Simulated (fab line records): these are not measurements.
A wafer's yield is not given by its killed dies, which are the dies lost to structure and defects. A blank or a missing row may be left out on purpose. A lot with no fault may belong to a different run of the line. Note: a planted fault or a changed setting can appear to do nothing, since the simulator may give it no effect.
A lot that was struck, set against a sound lot -- flow n5_finfet -- 36 out of 1938 route steps
Sound: these wafers, L459.2, L459.3, L459.6. The struck wafers were L479.1, L479.4, L479.5. Last of all comes the cause.
Each step with rows lists, per side, the tool, then ch with its chambers, then its first start. Under that, the readings that differ: sound wafers -- struck wafers -- difference of the means -- sigmas: that difference in standard deviations of wafers without a fault.
alike: same words and numbers on both sides, and readings whose means sit less than 2 such deviations apart. not compared: any withheld reading, any reading some wafer has no value for, any bound like >300 that may hide the same value, and any number with overlapping values for which the record gives no deviation.
The two part at a step that has a row with sigmas, a row that says differs or no value, or rows on one side only. Numbers that have no deviation but don't overlap get no sigmas and don't part them. A reading that every wafer of one side lacks parts them only if that side has two wafers or more.

first, 9 steps without rows for these wafers: N5_BEOL_M4_ANNEAL_95 (time 240 s); N5_BEOL_M4_SPUTTER_96 (material Cu, target thk 4.5 nm, time 8.29 s); N5_BEOL_M4_ECD_50 (material Cu, target thk 300 nm); N5_BEOL_M4_ANNEAL_51 (time 90 s); N5_BEOL_M4_CMP_52 (polishes, stops on SiOC, t overpolish 6.8 s, target thk 40 nm); N5_BEOL_M4_PRE_CLEAN_60 (time 15 s); N5_BEOL_M4_CO_CAP_55 (material Co, precursor CCTBA/H2, target thk 2 nm, time 102.1 s); N5_BEOL_M4_PRE_CLEAN_56 (time 15 s); N5_BEOL_M4_DEP_57 (deposits SiCN from 3MS/NH3, target thk 8 nm, time 14 s).
N5_BEOL_M4_RC_MEAS_101:
  sound on prober-02 ch 0, day 8 11:55; struck on prober-02 ch 0, day 13 00:05
  alike: DIBL_N, DIBL_P, IOFF_N, IOFF_P, ION_N, ION_P, SS_N, SS_P, VT_N, VT_P
then, 24 steps without rows for these wafers: N5_BEOL_M5_ILD_DEP_00 (deposits SiCOH lowk from DEMS/porogen, target thk 140.64 nm, time 25.9 s); N5_BEOL_M5_CURE_79 (cures SiCOH lowk, time 240 s); N5_BEOL_M5_PECVD_70 (deposits SiO2 from TEOS/O2, target thk 16 nm, time 18 s); N5_BEOL_M5_HM_DEP_02 (deposits TiN, target thk 20 nm); N5_BEOL_M5_COAT_59 (time 60 s, resist thk 60 nm); N5_BEOL_M5_COAT_60 (time 60 s, resist thk 12 nm); N5_BEOL_M5_COAT_71 (time 60 s, resist thk 5 nm); N5_BEOL_M5_COAT_05 (resist thk 30 nm); N5_BEOL_M5_EBR_07; N5_BEOL_M5_SOFTBAKE_06 (time 60 s); N5_BEOL_M5_EXPOSE_08 (exposes mask M5, target cd 28 nm); N5_BEOL_M5_PEB_09 (peb time 60 s); N5_BEOL_M5_DEVELOP_10 (develop time 30 s); N5_BEOL_M5_DESCUM_16 (chemistry O2, time 7 s); N5_BEOL_M5_ETCH_72 (etches underlayer in N2/H2, target depth 6.5 nm, time 5.2 s); N5_BEOL_M5_ETCH_61 (etches SiARC in CF4, target depth 15.6 nm, time 26 s); N5_BEOL_M5_ETCH_62 (etches SOC in N2/H2, target depth 75 nm, overetch 15 nm, time 112.5 s); N5_BEOL_M5_STRIP_63 (strips in N2/H2); N5_BEOL_M5_STRIP_73 (strips in N2/H2); N5_BEOL_M5_STRIP_64 (strips in CF4); N5_BEOL_M5_HM_OPEN_17 (chemistry Cl2/BCl3, target TiN, target depth 20 nm, overetch 6 nm); N5_BEOL_M5_STRIP_19 (strips in O2); N5_BEOL_M5_COAT_65 (time 60 s, resist thk 60 nm); N5_BEOL_M5_COAT_66 (time 60 s, resist thk 12 nm).
-- the record jumps here: 3 days lie between the struck wafers' starts before and after (it left off in module BEOL_M5 and takes up again in module BEOL_M12, whose first step shown is number 1637 of the route) --
N5_BEOL_M12_ETCH_68: etches SOC in N2/H2, time 285 s.
  sound on rie_diel-05 ch 1,2,3, day 11 13:38; struck on rie_diel-05 ch 2,3, day 15 18:23
  no value came back on the struck wafers for any of 7 readings (bias_w (W), chamber_pressure_mTorr (mTorr) and others); on the sound wafers bias_w (W) reads 351.0 349.6 351.6
reading,sound,struck,difference,sigmas
model.coat_of_BEOL_M12_COAT_22.thk_nm (nm),0 0 0,212.2 212.4 212.2,+212.3,
model.SiARC_of_BEOL_M12_COAT_66.thk_nm (nm),86.4 85.6 86.4,110.4 110.2 110.4,+24.2,
  not compared: rf_hours_counter_h
N5_PASSIVATION_PROBE_49:
  only the struck wafers here have rows in the record (prober-01, day 17 10:56); the sound ones have none

## WHERE THEY PART
Earliest at N5_BEOL_M12_ETCH_68; latest, in this record, at N5_PASSIVATION_PROBE_49.

WHY: what the simulator had put in
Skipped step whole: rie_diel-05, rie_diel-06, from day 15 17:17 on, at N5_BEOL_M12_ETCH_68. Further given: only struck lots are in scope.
